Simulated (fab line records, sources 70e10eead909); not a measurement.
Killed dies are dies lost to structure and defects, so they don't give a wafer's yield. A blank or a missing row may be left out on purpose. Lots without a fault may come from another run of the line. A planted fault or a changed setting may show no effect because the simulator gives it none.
Which tool did it? | flow nand_harc | 12 lots, 36 wafers sampled, at 3 steps of a route of 1159

WHAT THE GAUGES READ, wafer by wafer
NHARC_P_ZERO_WELL_CD_MEAS_37: target cd 720 nm.
lot  | measured    | on        | cd_nm (nm)
L725 | day 1 22:14 | cd_sem-01 | 720.0 719.4 719.4
L727 | day 2 10:06 | cd_sem-01 | 719.1 719.0 720.1
L729 | day 2 21:55 | cd_sem-02 | 722.3 716.3 719.2
L730 | day 3 04:16 | cd_sem-03 | 719.1 717.9 720.8
L731 | day 3 10:05 | cd_sem-03 | 718.7 719.1 720.4
L732 | day 3 16:05 | cd_sem-03 | 719.0 715.9 716.9
L736 | day 4 15:58 | cd_sem-02 | 717.3 718.2 719.7
L739 | day 5 10:15 | cd_sem-03 | 721.8 719.6 721.7
L740 | day 5 16:20 | cd_sem-02 | 697.5 698.9 701.7
L741 | day 5 22:25 | cd_sem-03 | 700.3 704.2 702.5
L746 | day 7 04:08 | cd_sem-03 | 722.8 718.7 715.4
L747 | day 7 10:00 | cd_sem-03 | 719.8 720.4 723.5

NHARC_P_STI_OVL_MEAS_10.
lot  | measured    | on         | overlay_x_nm (nm) | overlay_y_nm (nm)
L725 | day 2 13:40 | overlay-02 | -6 -5 -5          | 0 0 0
L727 | day 3 02:19 | overlay-02 | -9 -8 -8          | 1 2 1
L729 | day 3 13:30 | overlay-02 | 4 5 5             | 1 0 1
L730 | day 3 23:04 | overlay-01 | -3 -3 -3          | -4 -3 -4
L731 | day 4 05:24 | overlay-02 | -6 -6 -6          | -1 -1 0
L732 | day 4 11:02 | overlay-02 | -11 -11 -11       | -3 -3 -3
L736 | day 5 12:42 | overlay-01 | -6 -4 -4          | 3 3 4
L739 | day 6 06:36 | overlay-02 | 3 3 2             | 1 1 2
L740 | day 6 11:20 | overlay-01 | -2 -2 -1          | -9 -9 -9
L741 | day 6 19:43 | overlay-02 | -4 -4 -4          | 3 2 3
L746 | day 8 01:46 | overlay-02 | 6 6 6             | 1 0 1
L747 | day 8 01:56 | overlay-01 | -2 -1 -1          | 0 0 0

WHICH TOOL RAN EACH LOT (tool, then ch and the chambers of the sampled wafers, then the start)
lot  | NHARC_P_ZERO_WELL_EXPOSE_34
L725 | krf_scanner-03 ch 0, day 1 22:05
L727 | krf_scanner-01 ch 0, day 2 09:57
L729 | krf_scanner-03 ch 0, day 2 21:46
L730 | krf_scanner-01 ch 0, day 3 04:07
L731 | krf_scanner-01 ch 0, day 3 09:56
L732 | krf_scanner-01 ch 0, day 3 15:56
L736 | krf_scanner-03 ch 0, day 4 15:48
L739 | krf_scanner-02 ch 0, day 5 10:06
L740 | krf_scanner-03 ch 0, day 5 16:11
L741 | krf_scanner-03 ch 0, day 5 22:16
L746 | krf_scanner-01 ch 0, day 7 03:59
L747 | krf_scanner-01 ch 0, day 7 09:50
- NHARC_P_ZERO_WELL_EXPOSE_34: exposes mask P PWELL, target cd 720 nm.

WHAT THE TOOLS THEMSELVES READ (means of the sampled wafers that have a number; where no wafer has one, the mark that the record gives instead)
NHARC_P_ZERO_WELL_EXPOSE_34.
lot  | tool           | exposure_dose_mJ_cm2
L725 | krf_scanner-03 | 22.317
L727 | krf_scanner-01 | 22.301
L729 | krf_scanner-03 | 22.327
L730 | krf_scanner-01 | 22.310
L731 | krf_scanner-01 | 22.321
L732 | krf_scanner-01 | 22.285
L736 | krf_scanner-03 | 22.311
L739 | krf_scanner-02 | 22.294
L740 | krf_scanner-03 | 19.961
L741 | krf_scanner-03 | 20.022
L746 | krf_scanner-01 | 22.283
L747 | krf_scanner-01 | 22.320

THE ANSWER, worked out from the rows above alone
Rule: what is usual is taken from the lots themselves. Put in order of their means at a reading, lots are off if they are a third of the lots or fewer, leave a main group of 4 or more, and stand apart from it by a gap of 3 or more times the standard deviation of the main group's means; of several such gaps the widest counts. A main group whose means are all the same, to the digits that the tables above print for the reading, isn't used. A lot without any number at a reading at which 4 lots or more have one is off too. The other lots that the step has rows for count as sound. The gauges are gone through in route order, then the tools' own readings, and for those a lot's mean is taken as printed above. The first step at which some lot is off is used, and at that step the reading that is off furthest; a lot without a number counts as furthest.
Off: L740, L741, at NHARC_P_ZERO_WELL_CD_MEAS_37 (cd_nm). The main group: mean 719.4 nm, standard deviation 1.1.
A tool fits if, at a process step before that reading, it ran every lot that is off, and no sound lot after the first of them. The gauges at NHARC_P_ZERO_WELL_CD_MEAS_37 aren't tried: what is off there is off at NHARC_P_ZERO_WELL_EXPOSE_34 too, on other tools, and a gauge's error can't cause that. One fits: krf_scanner-03 at NHARC_P_ZERO_WELL_EXPOSE_34. Its last sound lot is L736 (day 4 15:48), its first lot that is off L740 (day 5 16:11): a fault that began between those two fits.
The tool's own readings at NHARC_P_ZERO_WELL_EXPOSE_34 bear it out: on the lots that are off they differ by more than 5 times the standard deviation of the sound lots' means. exposure_dose_mJ_cm2 reads 19.991 there against 22.307 on the sound lots.

WHAT THE SIMULATOR HAD PUT IN
Process parameter drift: krf_scanner-03, from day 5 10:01 on, at NHARC_P_ZERO_WELL_EXPOSE_34. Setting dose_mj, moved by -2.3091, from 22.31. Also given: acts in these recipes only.
Lots struck among those shown: L740, L741. The rule above found the same.
